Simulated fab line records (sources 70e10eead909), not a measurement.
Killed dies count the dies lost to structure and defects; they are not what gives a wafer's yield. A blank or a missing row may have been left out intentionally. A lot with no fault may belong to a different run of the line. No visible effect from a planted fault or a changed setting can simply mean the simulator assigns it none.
Matching of chambers | flow nandHarc | 4 sister chambers for NHARC_A_STAIRCASE_TRIM_20 on rieDiel-03
The step chemistry O2, time 211.2 s. 4 wafers are shown with their chamber, then 11 later ones without.

## EACH WAFER AND ITS CHAMBER
wafer  | chamber | drypumpMotorCurrentA (A)
L082.1 | 2       | 5.7
L082.5 | 1       | 5.8
L082.6 | 0       | 5.5
L086.1 | 3       | 6.1

## WAFERS MISSING THEIR CHAMBER
wafer  | drypumpMotorCurrentA (A)
L086.2 | 5.7
L086.4 | 5.5
L090.1 | 5.7
L090.3 | 5.8
L090.5 | 5.7
L093.1 | 5.5
L093.3 | 5.8
L093.4 | 6.0
L097.1 | 5.8
L097.3 | 6.1
L097.5 | 5.8

## WHICH CHAMBER EACH ONE RAN IN
wafer  | from the rows above | in truth
L086.2 | 2                   | 2
L086.4 | 0                   | 0
L090.1 | 2                   | 2
L090.3 | 1                   | 1
L090.5 | 2                   | 2
L093.1 | 0                   | 0
L093.3 | 1                   | 1
L093.4 | 3                   | 3
L097.1 | 1                   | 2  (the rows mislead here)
L097.3 | 3                   | 3
L097.5 | 1                   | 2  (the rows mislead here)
Placed correctly: 9 of 11. Can't be placed from these rows: 0. Wrongly placed: 2.
How it was worked out, from the rows above alone: a wafer's distance from a chamber is the root of the sum, over the readings, of the square of ((its reading less the chamber's mean) divided by the reading's scatter). If the next closest chamber is less than 2 further off than the closest, the wafer can't be placed; otherwise it belongs to the closest. For every chamber, the mean is computed from those of its wafers that are shown. The scatter (one wafer shown for each chamber): square how far every hidden wafer sits from the nearest shown wafer, average those squares and take the square root.
